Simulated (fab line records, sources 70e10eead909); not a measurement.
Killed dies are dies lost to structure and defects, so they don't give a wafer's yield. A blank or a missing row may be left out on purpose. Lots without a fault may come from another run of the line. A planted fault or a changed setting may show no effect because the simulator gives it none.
A struck lot beside a sound one | flow nand_harc | 15 steps out of a route of 1302
Sound: wafers L792.1, L792.2, L792.3. Struck: wafers L783.1, L783.3, L783.5. The cause comes at the end.
At each step with rows: each side's tool, then ch and its chambers, then its first start. Under that, the readings that differ: sound wafers | struck wafers | difference of the means | sigmas: that difference in standard deviations of wafers without a fault.
alike: readings whose means differ by less than 2 such deviations, and words and numbers that are the same on both sides. not compared: withheld readings, readings that some wafer has no value for, bounds like >300 that may hide the same value, and numbers for which the record gives no deviation and whose values overlap.
The two part at a step that has a row with sigmas, a row that says differs or no value, or rows on one side only. Numbers that don't overlap but have no deviation are shown without sigmas and don't part them. A reading that every wafer of one side lacks parts them only if that side has two wafers or more.

NHARC_A_CONTACT_INSPECT_10:
  sound on defect_inspect-02, day 30 07:01; struck on defect_inspect-01, day 26 11:29
  alike: raw_defect_count
NHARC_A_CONTACT_DESCUM_13: chemistry O2, time 3 s.
  sound on rie_diel-10 ch 0,1,2, day 30 07:05; struck on rie_diel-10 ch 0,1, day 26 11:32
  alike: drypump_motor_current_A, oes_product_au, rf_vpp_V, showerhead_plenum_p_Torr, throttle_valve_pct
  not compared: rf_hours_counter_h
then, 2 steps without rows for these wafers: NHARC_A_CONTACT_ETCH_88 (etches the open film in CF4, target depth 39 nm, time 65 s); NHARC_A_CONTACT_ETCH_89 (etches the open film in N2/H2, target depth 260 nm, time 475.3 s).
NHARC_A_CONTACT_ETCH_30: etches the open film in CF4/CHF3, target depth 72.6 nm, time 36.3 s.
  sound on rie_diel-10 ch 0,2; struck on rie_diel-10 ch 0,1,3
  reading               | sound             | struck            | difference | sigmas
  oes_product_au (a.u.) | 0.919 0.909 0.913 | 0.979 0.963 0.959 | +0.053     | +2
  alike: drypump_motor_current_A, rf_vpp_V, run_length_s, showerhead_plenum_p_Torr, throttle_valve_pct
  not compared: rf_hours_counter_h
NHARC_A_CONTACT_ETCH_31: etches the open film in O2/COS, target depth 2800 nm, time 728 s.
  sound on rie_diel-10 ch 0,2; struck on rie_diel-10 ch 1,2,3
  alike: drypump_motor_current_A, oes_product_au, rf_vpp_V, run_length_s, showerhead_plenum_p_Torr, throttle_valve_pct
  not compared: rf_hours_counter_h
then, 3 steps without rows for these wafers: NHARC_A_CONTACT_ETCH_134 (etches the open film in C4F8/O2/Ar, time 140 s, target depth 700 nm); NHARC_A_CONTACT_ETCH_135 (etches the open film in C4F8/O2/Ar, time 311 s, target depth 1912 nm); NHARC_A_CONTACT_ETCH_136 (etches the open film in C4F8/O2/Ar, time 311 s, target depth 1912 nm).
NHARC_A_CONTACT_ETCH_137: etches the open film in C4F8/O2/Ar, time 311 s, target depth 1912 nm.
  sound on har_cap_etch-01 ch 0,1, day 30 09:52; struck on har_cap_etch-02 ch 0,1, day 26 13:25
  alike: run_length_s
  not compared: rf_hours_counter_h
then, 1 step without rows for these wafers: NHARC_A_CONTACT_ETCH_138 (etches the open film in C4F8/O2/Ar, time 311 s, target depth 1914 nm).
NHARC_A_CONTACT_ETCH_139: etches the open film in C4F8/O2/Ar, time 195 s, target depth 840 nm.
  sound on har_cap_etch-01 ch 0,1, day 30 10:25; struck on har_cap_etch-02 ch 0,1, day 26 13:57
  alike: run_length_s
  not compared: rf_hours_counter_h
NHARC_A_CONTACT_ETCH_92: etches the open film in CH3F/O2, target depth 40 nm, time 85.7 s.
  sound on rie_diel-10 ch 0,1,2, day 30 10:58; struck on rie_diel-10 ch 0,1,2, day 26 14:32
  reading          | sound             | struck         | difference | sigmas
  run_length_s (s) | 107.1 107.2 106.7 | 72.0 73.2 73.0 | -34.3      | -82
  alike: drypump_motor_current_A, oes_product_au, rf_vpp_V, showerhead_plenum_p_Torr, throttle_valve_pct
  not compared: rf_hours_counter_h
then, 1 step without rows for these wafers: NHARC_A_CONTACT_ETCH_98 (etches the open film in C4F6/O2, target depth 20 nm, time 10 s).
NHARC_END_SORT_01:
  the record has rows for the struck wafers here (prober-01 ch 0, day 28 11:47) and none for the sound ones

WHERE THEY PART
First at NHARC_A_CONTACT_ETCH_30; last, within this record, at NHARC_END_SORT_01.

WHY: what the simulator had put in
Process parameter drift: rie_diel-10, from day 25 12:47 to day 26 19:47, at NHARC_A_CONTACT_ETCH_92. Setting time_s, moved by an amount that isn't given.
